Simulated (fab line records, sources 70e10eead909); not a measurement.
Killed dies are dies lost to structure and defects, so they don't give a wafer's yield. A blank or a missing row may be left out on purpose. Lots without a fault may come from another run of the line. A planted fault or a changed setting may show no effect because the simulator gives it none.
fab line records | flow nand_harc
record lots=5 wafers=15 last_day=33
route steps=1302 shown P_ZERO_WELL@29
lots that met no fault: from a run of the same line without faults
start_h: hours from the record's first day to the start of the lot's first wafer shown | wait_h: hours since the lot's step before | " the same as in the row above | L1.1+2: a row that stands for several wafers | - no value, or no start given | * or withheld: withheld | < > ~ a bound
route shown NAME@n: a module of which the file shows steps, and the number in the route of the first | usual: mean/standard deviation of fault-free wafers | same: alike in all rows | chamber/n: place in a boat | sites: the reading at each site | _std_site: their standard deviation | _edge_site: outer sites' mean less inner sites' | radius_mm: how far each site lies from the wafer's centre | mask NAME#n: copy n | behind: the tool/chamber that last shaped the wafer | hold: why the lot was held/for how many hours/how that ended | device: the transistor (n, p or np) that didn't switch | end of line: the same wafers' tests at the end of the route | a step without rows: its recipe alone | killed: dies lost to structure and defects at the first sort, not the wafer's yield | map: a wafer's dies, x killed, . not, _ none there
set.NAME: the setting as run; set.NAME@STEP: as run at that earlier step | model.NAME: the simulator's own value behind a step, which no gauge read
lots at some steps of the route; a table a step, a row a wafer
services: from which hour (start_h, from the record's first day; less than 0 if before it) a tool's chamber was out of use, for how many hours, and why
## steps
# step NHARC_P_ZERO_WELL_CD_MEAS_24
# recipe target_cd_nm=720 landing_energy_ev=500
# usual cd_nm=720.6/2.3
# columns lot.wafer tool chamber start_h wait_h cd_nm
L494.1 cd_sem-02 0 42.58 - 720.1
L494.3 " 0 " " 716.4
L494.4 " 0 " " 719.1
L503.1 cd_sem-01 0 132.45 - 722.6
L503.4 " 0 " " 721.7
L503.5 " 0 " " 724.2
L504.2 cd_sem-01 0 142.62 - 722.5
L504.3 " 0 " " 721.7
L504.5 " 0 " " 722.5
L511.2 cd_sem-01 0 212.84 - 720.4
L511.3 " 0 " " 720.5
L511.6 " 0 " " 720.0
L515.3 cd_sem-02 0 252.58 - 725.0
L515.4 " 0 " " 724.8
L515.5 " 0 " " 721.5
# step NHARC_P_ZERO_WELL_HARDBAKE_25
# recipe temp_c=125 time_s=80
# step NHARC_P_ZERO_WELL_DESCUM_26
# recipe time_s=3 o2_flow_sccm=200 ar_flow_sccm=0 bias_power_w=0 chemistry=O2
# usual drypump_motor_current_A=5.7/0.38 oes_product_au=1.002/0.013 rf_vpp_V=57.7/0.86 showerhead_plenum_p_Torr=1.91/0.093 throttle_valve_pct=11.312/0.0095
# columns lot.wafer tool chamber start_h wait_h drypump_motor_current_A oes_product_au rf_hours_counter_h rf_vpp_V showerhead_plenum_p_Torr throttle_valve_pct
L494.4 rie_diel-07 1 42.75 - 5.8 0.993 29 57.5 1.77 11.307
L494.3 " 2 " " 5.1 1.002 37 57.4 1.87 11.331
L494.1 " 3 " " 5.4 0.985 34 56.8 1.78 11.321
L503.1 rie_diel-01 1 132.63 - 6.2 0.978 33 56.8 1.80 11.325
L503.4 " 2 " " 5.7 0.999 37 57.2 1.94 11.306
L503.5 " 0 " " 5.7 1.016 - 57.7 1.88 11.329
L504.3 rie_diel-01 2 142.78 - 5.7 1.013 39 56.0 1.94 11.302
L504.2 " 0 " " 5.7 1.032 33 58.1 1.88 11.311
L504.5 " 2 " " 5.7 1.006 - 57.6 1.94 11.326
L511.2 rie_diel-01 0 213.00 - 5.7 1.025 0 57.2 1.87 11.314
L511.3 " 2 " " 5.7 1.010 0 57.4 1.94 11.311
L511.6 " 0 " " 5.7 1.021 - 57.8 1.87 11.302
L515.3 rie_diel-01 2 252.74 - 5.7 0.994 10 57.4 1.93 11.325
L515.4 " 1 " " 6.2 0.995 11 58.2 1.79 11.327
L515.5 " 3 " " 6.3 1.003 - 58.4 1.93 11.305
# step NHARC_P_ZERO_WELL_IMPLANT_27
# recipe energy_kev=600 dose_cm2=1e+13 tilt_deg=7
# step NHARC_P_ZERO_WELL_IMPLANT_57
# recipe energy_kev=250 dose_cm2=4e+12 tilt_deg=7
# step NHARC_P_ZERO_WELL_IMPLANT_58
# recipe energy_kev=100 dose_cm2=2e+12 tilt_deg=7
# step NHARC_P_ZERO_WELL_STRIP_28
# recipe time_s=840 temp_c=130 chemistry=SPM
# step NHARC_P_ZERO_WELL_DEHYDRATE_29
# recipe temp_c=150 time_s=120
# step NHARC_P_ZERO_WELL_HMDS_30
# recipe time_s=30
# step NHARC_P_ZERO_WELL_COAT_31
# recipe spin_rpm=withheld
# step NHARC_P_ZERO_WELL_SOFTBAKE_32
# recipe temp_c=122 time_s=95
# step NHARC_P_ZERO_WELL_EBR_33
# step NHARC_P_ZERO_WELL_EXPOSE_34
# recipe na=0.6 target_cd_nm=720 dose_mj=22.31 mask_id=P_PWELL
# columns lot.wafer tool chamber start_h wait_h mask
L494.1+3+4 krf_scanner-03 0 44.06 - P_PWELL#0
L503.1+4+5 krf_scanner-04 0 133.93 - P_PWELL_R1#0
L504.2+3+5 krf_scanner-04 0 143.97 - P_PWELL#0
L511.2+3+6 krf_scanner-04 0 214.33 - P_PWELL#0
L515.3+4+5 krf_scanner-03 0 253.95 - P_PWELL#0
# step NHARC_P_ZERO_WELL_PEB_35
# recipe peb_temp_c=118 peb_time_s=85
# step NHARC_P_ZERO_WELL_DEVELOP_36
# recipe time_s=70
# step NHARC_P_ZERO_WELL_CD_MEAS_37
# recipe target_cd_nm=720 landing_energy_ev=500
# usual cd_nm=720.0/1.8
# columns lot.wafer tool chamber start_h wait_h cd_nm
L494.1 cd_sem-02 0 44.22 - 722.2
L494.3 " 0 " " 720.4
L494.4 " 0 " " 721.1
L503.1 cd_sem-02 0 134.09 - 759.3
L503.4 " 0 " " 757.8
L503.5 " 0 " " 758.5
L504.2 cd_sem-01 0 144.13 - 717.2
L504.3 " 0 " " 718.0
L504.5 " 0 " " 719.4
L511.2 cd_sem-03 0 214.48 - 720.4
L511.3 " 0 " " 719.4
L511.6 " 0 " " 719.2
L515.3 cd_sem-03 0 254.10 - 722.3
L515.4 " 0 " " 720.5
L515.5 " 0 " " 723.0
# step NHARC_P_ZERO_WELL_HARDBAKE_38
# recipe temp_c=125 time_s=80
## services
# columns tool chamber start_h hours kind
rie_diel-01 - 26.80 9.0 pm
rie_diel-01 0 26.80 9.0 vent_cycle
rie_diel-01 1 26.80 9.0 vent_cycle
rie_diel-01 2 26.80 9.0 vent_cycle
rie_diel-01 3 26.80 9.0 vent_cycle
rie_diel-01 0 35.80 - clean
rie_diel-01 1 35.80 - clean
rie_diel-01 2 35.80 - clean
rie_diel-01 2 35.80 - consumable_replace:focus_ring
rie_diel-01 3 35.80 - clean
krf_scanner-03 - 52.00 4.0 pm
rie_diel-01 0 60.30 - clean
rie_diel-01 1 60.30 - clean
krf_scanner-03 - 64.92 2.5 repair
rie_diel-07 0 80.69 12.8 repair
krf_scanner-03 - 84.89 5.4 repair
rie_diel-07 - 117.20 9.0 pm
rie_diel-07 0 155.63 4.6 repair
krf_scanner-03 - 171.66 1.0 repair
krf_scanner-04 - 182.00 4.0 pm
rie_diel-07 3 199.17 1.5 repair
rie_diel-01 - 203.80 9.0 pm
krf_scanner-03 - 224.00 4.0 pm
krf_scanner-04 - 224.25 10.2 repair
## key
first_sign step=NHARC_P_ZERO_WELL_EXPOSE_34 reading=mask direction=changed
effect step=NHARC_P_ZERO_WELL_CD_MEAS_37 reading=cd_nm direction=up sigmas=21 usual=720.0 struck=758.5
met_at NHARC_P_ZERO_WELL_EXPOSE_34
struck_wafers L503.1,L503.4,L503.5
tester_left_out L503
fault kind=wrong_mask tool=any chamber=- onset_h=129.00 steps=NHARC_P_ZERO_WELL_EXPOSE_34 aux_copy=P_PWELL_R1#0 cd_offset_nm=40.218 scope=struck_lots_only
# tester_left_out: of these lots the tester's yield and bins aren't shown, on N5 and GAA mostly nor the transistor test; their killed dies are dies lost to structure and defects alone, not to doping, threshold or leakage, so they don't give the yield
